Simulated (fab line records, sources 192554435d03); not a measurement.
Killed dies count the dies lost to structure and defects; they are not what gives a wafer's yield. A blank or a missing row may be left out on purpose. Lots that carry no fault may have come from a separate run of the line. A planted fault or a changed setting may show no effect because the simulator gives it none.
fab line records	flow n5-finfet	part 1 of 2: steps 1 to 4 of 6
record lots=24	wafers=72	last-day=17
route steps=1938 shown SDB@363 HKMG_FIN@386
lots that met no fault: from a run of the same line without faults
start-h: hours from the record's opening day to when the first of the lot's shown wafers began	wait-h: time in hours since the lot's previous step	" same as the row above	L1.1+2: a row that stands for several wafers	- value missing, or start not given	* or withheld: withheld	< > ~ a bound
route shown NAME@n: names a module that has steps shown in the file, with the first one's number in the route	usual: mean/standard deviation of fault-free wafers	same: alike in all rows	chamber/n: place in a boat	sites: readings site by site	_std_site: the values' standard deviation	_edge_site: mean of outer sites minus mean of inner sites	radius-mm: how far each site lies from the wafer's centre	mask NAME#n: copy n	behind: tool/chamber where the wafer was last shaped	hold: what put the lot on hold/how long, in hours/how the hold closed	device: the n, p or np transistor that did not switch	end of line: at the end of the route, the tests of the same wafers	for a step that has no rows: nothing shown but its recipe	killed: count of dies lost to structure and defects at first sort (not the wafer's yield)	map: a wafer's dies, marking killed ones x, the rest . and places with no die _
set.NAME: the run value of the setting; set.NAME@STEP: its run value at that earlier step	model.NAME: the simulator's own value behind a step, which no gauge read
the route's steps for a sample of lots (tables are steps, rows are wafers)
services: from which hour (start-h, from the record's first day; less than 0 if before it) a tool's chamber was out of use, for how many hours, and why
## steps
# step N5_SDB_STRIP_21
# recipe chemistry=CF4	resist=SiARC	power-w=300	bias-power-w=75	pressure-mtorr=50	cf4-flow-sccm=150	rf-frequency-hz=6e+07
# usual drypump-motor-current-A=5.8/0.52	oes-product-au=0.79/0.08	rf-vpp-V=271.2/1.4	showerhead-plenum-p-Torr=1.80/0.057	throttle-valve-pct=13.57/0.27
lot.wafer	tool	chamber	start-h	wait-h	drypump-motor-current-A	oes-product-au	rf-hours-counter-h	rf-vpp-V	showerhead-plenum-p-Torr	throttle-valve-pct
L074.2	rie-diel-04	3	66.68	0.0	6.0	0.91	11	272.9	1.91	13.32
L074.5	"	3	"	"	6.0	0.92	-	271.7	1.91	13.32
L074.6	"	2	"	"	5.8	0.89	-	270.8	1.75	13.41
L075.3	rie-diel-06	1	74.72	0.0	5.7	0.77	104	272.9	1.87	13.76
L075.4	"	0	"	"	6.8	0.81	77	268.7	1.75	13.28
L075.5	"	3	"	"	4.9	0.82	-	271.0	1.82	13.50
L076.2	rie-diel-04	3	77.33	0.0	6.0	0.90	14	273.8	1.91	13.33
L076.4	"	2	"	"	5.9	0.88	25	269.9	1.75	13.42
L076.6	"	3	"	"	6.0	0.91	-	272.7	1.91	13.33
L077.1	rie-diel-06	0	85.55	0.0	6.8	0.81	80	270.7	1.75	13.31
L077.3	"	1	"	"	5.7	0.77	108	273.9	1.87	13.79
L077.5	"	1	"	"	5.7	0.77	-	272.3	1.87	13.77
L078.1	rie-diel-02	1	95.11	0.0	5.5	0.72	180	272.4	1.86	13.78
L078.3	"	2	"	"	6.5	0.84	65	272.2	1.81	13.58
L078.6	"	1	"	"	5.5	0.72	-	272.6	1.86	13.78
L079.1	rie-diel-04	3	97.11	0.0	6.0	0.89	21	273.4	1.91	13.36
L079.4	"	2	"	"	5.8	0.87	-	269.5	1.75	13.45
L079.6	"	3	"	"	6.0	0.89	-	273.5	1.91	13.36
L080.1	rie-diel-06	1	101.21	0.0	5.7	0.77	113	271.4	1.87	13.78
L080.3	"	3	"	"	4.9	0.82	63	271.4	1.82	13.53
L080.6	"	1	"	"	5.7	0.76	-	273.6	1.87	13.78
L081.1	rie-diel-02	3	106.76	0.0	5.1	0.69	198	272.4	1.77	14.00
L081.4	"	1	"	"	5.5	0.71	186	270.7	1.85	13.81
L081.6	"	0	"	"	5.3	0.96	-	271.7	1.76	12.98
L082.1	rie-diel-06	1	114.19	0.0	5.7	0.76	119	273.4	1.86	13.80
L082.4	"	0	"	"	6.8	0.80	91	269.7	1.75	13.33
L082.6	"	0	"	"	6.8	0.80	-	269.6	1.75	13.34
L083.1	rie-diel-02	1	117.76	0.0	5.5	0.71	191	273.3	1.85	13.81
L083.2	"	3	"	"	5.1	0.68	203	271.1	1.77	14.03
L083.4	"	3	"	"	5.1	0.68	-	271.8	1.77	14.01
L084.3	rie-diel-06	1	126.35	0.0	5.7	0.75	122	272.4	1.86	13.81
L084.5	"	2	"	"	5.9	0.73	-	268.2	1.73	13.43
L084.6	"	3	"	"	4.9	0.82	-	272.5	1.81	13.55
L085.2	rie-diel-04	1	136.39	0.0	5.9	0.67	247	270.8	1.77	13.93
L085.4	"	3	"	"	6.0	0.86	40	273.4	1.90	13.39
L085.6	"	3	"	"	6.0	0.86	-	273.3	1.90	13.38
L086.1	rie-diel-02	0	138.67	0.0	5.2	0.90	16	271.0	1.75	13.02
L086.2	"	1	"	"	5.5	0.71	200	273.5	1.85	13.85
L086.4	"	3	"	"	5.1	0.67	-	272.6	1.77	14.03
L087.2	rie-diel-04	1	143.86	0.0	5.9	0.67	250	269.7	1.76	13.93
L087.5	"	1	"	"	6.0	0.67	-	272.0	1.76	13.92
L087.6	"	2	"	"	5.9	0.83	-	269.9	1.75	13.48
L088.2	rie-diel-02	2	153.71	0.0	6.5	0.83	79	272.4	1.81	13.62
L088.3	"	3	"	"	5.1	0.67	220	272.6	1.77	14.05
L088.5	"	2	"	"	6.5	0.82	-	271.5	1.81	13.62
L089.2	rie-diel-04	0	154.43	0.0	6.5	0.68	236	272.3	1.77	13.85
L089.3	"	3	"	"	6.0	0.84	48	272.4	1.90	13.41
L089.6	"	2	"	"	5.8	0.83	-	270.9	1.74	13.49
L090.1	rie-diel-02	3	161.42	0.0	5.1	0.68	223	270.7	1.77	14.06
L090.3	"	1	"	"	5.5	0.70	209	271.5	1.85	13.86
L090.6	"	3	"	"	5.1	0.66	-	270.1	1.77	14.06
L091.4	rie-diel-06	2	165.93	0.0	5.9	0.73	-	270.2	1.72	13.48
L091.5	"	1	"	"	5.7	0.74	-	274.1	1.86	13.84
L091.6	"	3	"	"	4.9	0.79	-	270.9	1.81	13.57
L092.1	rie-diel-06	0	174.60	0.0	6.8	0.78	107	269.4	1.74	13.37
L092.4	"	2	"	"	5.9	0.72	156	269.3	1.72	13.49
L092.6	"	1	"	"	5.7	0.74	-	273.3	1.86	13.84
L093.1	rie-diel-02	2	178.87	0.0	6.4	0.81	88	271.0	1.80	13.63
L093.4	"	1	"	"	5.5	0.70	215	270.8	1.85	13.87
L093.5	"	1	"	"	5.5	0.70	-	271.8	1.85	13.87
L094.2	rie-diel-04	1	188.55	0.0	5.9	0.95	4	271.5	1.76	13.35
L094.3	"	2	"	"	5.8	0.81	73	271.7	1.74	13.53
L094.4	"	0	"	"	6.5	0.68	249	270.5	1.77	13.88
L095.1	rie-diel-04	3	193.32	0.0	6.0	0.82	64	273.8	1.90	13.45
L095.3	"	2	"	"	5.9	0.81	75	269.0	1.74	13.53
L095.4	"	3	"	"	6.0	0.83	-	273.2	1.90	13.44
L096.2	rie-diel-04	2	201.83	0.0	5.8	0.81	81	270.4	1.74	13.56
L096.3	"	3	"	"	6.0	0.82	69	274.7	1.89	13.47
L096.6	"	1	"	"	6.0	0.92	-	270.7	1.76	13.39
L097.1	rie-diel-06	2	203.52	0.0	6.0	0.71	169	269.0	1.72	13.52
L097.4	"	3	"	"	4.9	0.78	103	270.6	1.81	13.62
L097.5	"	1	"	"	5.7	0.74	-	272.9	1.85	13.90
# step N5_SDB_ALD_29
# recipe material=SiNx	target-thk-a=300	temp-c=400	ald-precursor-family=SiH2I2	ald-co-reactant=N2/H2-plasma	pulse-time-s=1	ald-cycles=600	purge-time-s=2	co-reactant-purge-time-s=2	pressure-torr=2
# usual heater-power-w=786/100	precursor-pulse-height-rel=1.001/0.021
# same pulse-time-s=1
lot.wafer	tool	chamber	start-h	wait-h	heater-power-w	precursor-pulse-height-rel	since-wet-clean-h
L074.2	ald-sin-01	2	67.30	0.0	845	1.016	349
L074.5	"	1	68.65	1.4	1015	1.009	-
L074.6	"	2	"	"	838	1.004	-
L075.3	ald-sin-04	3	75.32	0.0	656	1.038	68
L075.4	"	0	"	"	922	0.982	68
L075.5	"	2	76.67	1.4	748	0.976	-
L076.2	ald-sin-03	3	77.91	0.0	689	0.999	176
L076.4	"	1	"	"	783	1.017	176
L076.6	"	2	79.27	1.4	661	1.008	-
L077.1	ald-sin-03	0	86.14	0.0	911	0.993	184
L077.3	"	3	"	"	685	0.992	184
L077.5	"	1	87.49	1.4	805	0.994	-
L078.1	ald-sin-03	1	96.22	0.5	803	1.036	194
L078.3	"	2	"	"	660	0.994	194
L078.6	"	3	97.57	1.9	678	1.012	-
L079.1	ald-sin-04	3	98.54	0.7	674	0.994	91
L079.4	"	2	"	"	745	1.031	91
L079.6	"	1	99.89	2.1	798	0.972	-
L080.1	ald-sin-04	2	101.79	0.0	766	0.979	94
L080.3	"	1	"	"	813	0.984	94
L080.6	"	1	103.14	1.4	790	1.002	-
L081.1	ald-sin-04	3	107.86	0.0	654	1.018	100
L081.4	"	2	"	"	765	1.005	100
L081.6	"	0	109.22	1.4	931	0.986	-
L082.1	ald-sin-03	2	114.78	0.0	662	0.984	213
L082.4	"	3	"	"	682	1.047	213
L082.6	"	3	116.13	1.4	689	0.993	-
L083.1	ald-sin-01	0	118.35	0.0	684	1.002	20
L083.2	"	3	"	"	714	1.015	20
L083.4	"	1	"	"	918	0.969	20
L084.3	ald-sin-04	3	126.93	0.0	667	1.014	120
L084.5	"	3	128.29	1.4	672	1.003	-
L084.6	"	0	"	"	930	1.006	-
L085.2	ald-sin-01	3	137.54	0.3	713	0.993	39
L085.4	"	1	"	"	896	1.065	39
L085.6	"	3	138.89	1.7	714	0.991	-
L086.1	ald-sin-03	3	139.26	0.0	668	0.992	237
L086.2	"	0	"	"	928	1.009	237
L086.4	"	2	"	"	665	1.004	237
L087.2	ald-sin-03	2	144.45	0.0	647	0.991	242
L087.5	"	3	145.80	1.4	690	0.986	-
L087.6	"	2	"	"	653	0.983	-
L088.2	ald-sin-04	0	154.30	0.0	907	1.000	147
L088.3	"	3	"	"	666	0.980	147
L088.5	"	3	155.65	1.4	666	1.000	-
L089.2	ald-sin-03	0	155.39	0.2	938	1.007	253
L089.3	"	1	"	"	801	1.012	253
L089.6	"	0	156.74	1.5	938	0.984	-
L090.1	ald-sin-04	0	162.02	0.0	897	0.943	155
L090.3	"	2	"	"	775	0.995	155
L090.6	"	1	163.37	1.4	830	1.026	-
L091.4	ald-sin-01	2	166.51	0.0	860	1.012	68
L091.5	"	0	167.86	1.4	687	1.009	-
L091.6	"	3	"	"	725	0.974	-
L092.1	ald-sin-04	1	175.67	0.0	795	0.977	168
L092.4	"	3	"	"	662	1.017	168
L092.6	"	0	177.03	1.4	934	0.992	-
L093.1	ald-sin-04	3	179.46	0.0	685	0.986	172
L093.4	"	0	"	"	907	0.992	172
L093.5	"	0	180.81	1.4	912	1.007	-
L094.2	ald-sin-03	2	189.58	0.0	659	0.993	288
L094.3	"	0	"	"	935	1.011	288
L094.4	"	1	"	"	803	1.057	288
L095.1	ald-sin-03	1	195.90	0.0	820	1.021	294
L095.3	"	3	"	"	710	1.038	294
L095.4	"	0	"	"	915	1.016	294
L096.2	ald-sin-01	1	204.09	0.0	910	0.938	106
L096.3	"	3	"	"	696	0.989	106
L096.6	"	0	205.44	1.4	692	0.999	-
L097.1	ald-sin-04	1	204.49	0.2	830	0.994	197
L097.4	"	3	"	"	643	0.997	197
L097.5	"	0	205.84	1.5	904	0.999	-
# step N5_SDB_INSPECT_36
# recipe inspect-instrument=darkfield	mode=post-cmp
# usual raw-defect-count=37/16
lot.wafer	tool	chamber	start-h	wait-h	raw-defect-count
L074.2	defect-inspect-01	-	70.35	0.0	29
L074.5	"	-	"	"	29
L074.6	"	-	"	"	22
L075.3	defect-inspect-01	-	78.38	0.0	24
L075.4	"	-	"	"	28
L075.5	"	-	"	"	29
L076.2	defect-inspect-01	-	80.97	0.0	19
L076.4	"	-	"	"	18
L076.6	"	-	"	"	26
L077.1	defect-inspect-01	-	89.19	0.0	34
L077.3	"	-	"	"	23
L077.5	"	-	"	"	28
L078.1	defect-inspect-02	-	99.27	0.0	63
L078.3	"	-	"	"	36
L078.6	"	-	"	"	28
L079.1	defect-inspect-02	-	101.59	0.0	96
L079.4	"	-	"	"	27
L079.6	"	-	"	"	41
L080.1	defect-inspect-02	-	104.85	0.0	47
L080.3	"	-	"	"	58
L080.6	"	-	"	"	51
L081.1	defect-inspect-01	-	110.92	0.0	55
L081.4	"	-	"	"	61
L081.6	"	-	"	"	65
L082.1	defect-inspect-01	-	117.83	0.0	21
L082.4	"	-	"	"	19
L082.6	"	-	"	"	31
L083.1	defect-inspect-01	-	121.40	0.0	29
L083.2	"	-	"	"	30
L083.4	"	-	"	"	39
L084.3	defect-inspect-02	-	129.99	0.0	44
L084.5	"	-	"	"	57
L084.6	"	-	"	"	26
L085.2	defect-inspect-01	-	140.60	0.0	11
L085.4	"	-	"	"	24
L085.6	"	-	"	"	34
L086.1	defect-inspect-01	-	142.31	0.0	40
L086.2	"	-	"	"	33
L086.4	"	-	"	"	53
L087.2	defect-inspect-01	-	147.50	0.0	31
L087.5	"	-	"	"	35
L087.6	"	-	"	"	25
L088.2	defect-inspect-02	-	157.43	0.0	19
L088.3	"	-	"	"	20
L088.5	"	-	"	"	21
L089.2	defect-inspect-02	-	158.44	0.0	25
L089.3	"	-	"	"	22
L089.6	"	-	"	"	41
L090.1	defect-inspect-01	-	165.07	0.0	42
L090.3	"	-	"	"	43
L090.6	"	-	"	"	39
L091.4	defect-inspect-01	-	169.56	0.0	56
L091.5	"	-	"	"	33
L091.6	"	-	"	"	55
L092.1	defect-inspect-01	-	178.73	0.0	96
L092.4	"	-	"	"	44
L092.6	"	-	"	"	44
L093.1	defect-inspect-01	-	182.51	0.0	64
L093.4	"	-	"	"	55
L093.5	"	-	"	"	45
L094.2	defect-inspect-01	-	192.65	0.0	25
L094.3	"	-	"	"	36
L094.4	"	-	"	"	35
L095.1	defect-inspect-01	-	198.96	0.0	60
L095.3	"	-	"	"	60
L095.4	"	-	"	"	73
L096.2	defect-inspect-01	-	207.15	0.0	46
L096.3	"	-	"	"	28
L096.6	"	-	"	"	37
L097.1	defect-inspect-01	-	207.54	0.0	44
L097.4	"	-	"	"	46
L097.5	"	-	"	"	56
# step N5_HKMG_FIN_HK_ALD_01
# recipe material=HfO2	target-thk-a=16	temp-c=withheld	ald-precursor-family=HfCl4	ald-co-reactant=H2O	pulse-time-s=3	purge-time-s=3	co-reactant-purge-time-s=2.5	co-reactant-pulse-time-s=0.3	ald-cycles=30
# usual precursor-pulse-height-rel=1.000/0.018
# same pulse-time-s=3
lot.wafer	tool	chamber	start-h	wait-h	precursor-pulse-height-rel	since-wet-clean-h
L074.2	ald-hk-02	3	70.94	0.0	0.981	951
L074.5	"	2	"	"	1.025	-
L074.6	"	3	"	"	0.995	-
L075.3	ald-hk-02	0	78.97	0.0	0.982	959
L075.4	"	1	"	"	0.980	959
L075.5	"	1	"	"	0.982	-
L076.2	ald-hk-01	1	81.65	0.0	0.996	52
L076.4	"	3	"	"	0.984	52
L076.6	"	3	"	"	0.997	-
L077.1	ald-hk-02	2	89.83	0.0	1.034	970
L077.3	"	0	"	"	0.988	970
L077.5	"	3	"	"	1.004	-
L078.1	ald-hk-03	0	99.87	0.0	0.987	1876
L078.3	"	2	"	"	1.014	1876
L078.6	"	0	"	"	1.025	-
L079.1	ald-hk-02	3	102.18	0.0	0.999	982
L079.4	"	0	"	"	0.987	982
L079.6	"	0	"	"	0.995	-
L080.1	ald-hk-01	2	105.43	0.0	0.997	75
L080.3	"	1	"	"	0.987	75
L080.6	"	1	"	"	1.017	-
L081.1	ald-hk-03	2	111.51	0.0	1.042	1888
L081.4	"	0	"	"	0.960	1888
L081.6	"	0	"	"	0.968	-
L082.1	ald-hk-03	3	118.44	0.0	0.982	1894
L082.4	"	0	"	"	1.009	1894
L082.6	"	0	"	"	1.000	-
L083.1	ald-hk-03	0	121.99	0.0	1.004	1898
L083.2	"	3	"	"	0.984	1898
L083.4	"	1	"	"	0.952	1898
L084.3	ald-hk-01	3	130.58	0.0	0.992	101
L084.5	"	2	"	"	1.001	-
L084.6	"	1	"	"	1.000	-
L085.2	ald-hk-02	2	141.19	0.0	0.992	1021
L085.4	"	0	"	"	1.018	1021
L085.6	"	3	"	"	1.006	-
L086.1	ald-hk-02	1	142.90	0.0	1.004	1023
L086.2	"	3	"	"	0.977	1023
L086.4	"	2	"	"	0.999	1023
L087.2	ald-hk-03	1	148.23	0.0	1.014	1924
L087.5	"	2	"	"	1.002	-
L087.6	"	1	"	"	1.013	-
L088.2	ald-hk-02	0	158.14	0.0	1.019	1038
L088.3	"	2	"	"	0.993	1038
L088.5	"	1	"	"	1.018	-
L089.2	ald-hk-01	0	159.03	0.0	1.035	129
L089.3	"	3	"	"	0.983	129
L089.6	"	2	"	"	1.019	-
L090.1	ald-hk-01	3	165.66	0.0	0.990	136
L090.3	"	0	"	"	1.010	136
L090.6	"	3	"	"	1.018	-
L091.4	ald-hk-03	2	170.33	0.0	1.018	1946
L091.5	"	1	"	"	1.015	-
L091.6	"	0	"	"	0.985	-
L092.1	ald-hk-03	3	179.32	0.0	0.970	1955
L092.4	"	2	"	"	0.967	1955
L092.6	"	3	"	"	1.041	-
L093.1	ald-hk-01	1	183.15	0.1	1.034	153
L093.4	"	2	"	"	0.981	153
L093.5	"	2	"	"	1.003	-
L094.2	ald-hk-01	1	193.30	0.0	0.999	163
L094.3	"	0	"	"	1.035	163
L094.4	"	3	"	"	1.008	163
L095.1	ald-hk-01	2	199.60	0.0	1.009	170
L095.3	"	3	"	"	1.017	170
L095.4	"	0	"	"	0.994	170
L096.2	ald-hk-03	0	207.74	0.0	0.968	1984
L096.3	"	1	"	"	1.008	1984
L096.6	"	2	"	"	0.990	-
L097.1	ald-hk-01	3	208.17	0.0	1.041	178
L097.4	"	1	"	"	0.994	178
L097.5	"	2	"	"	1.001	-
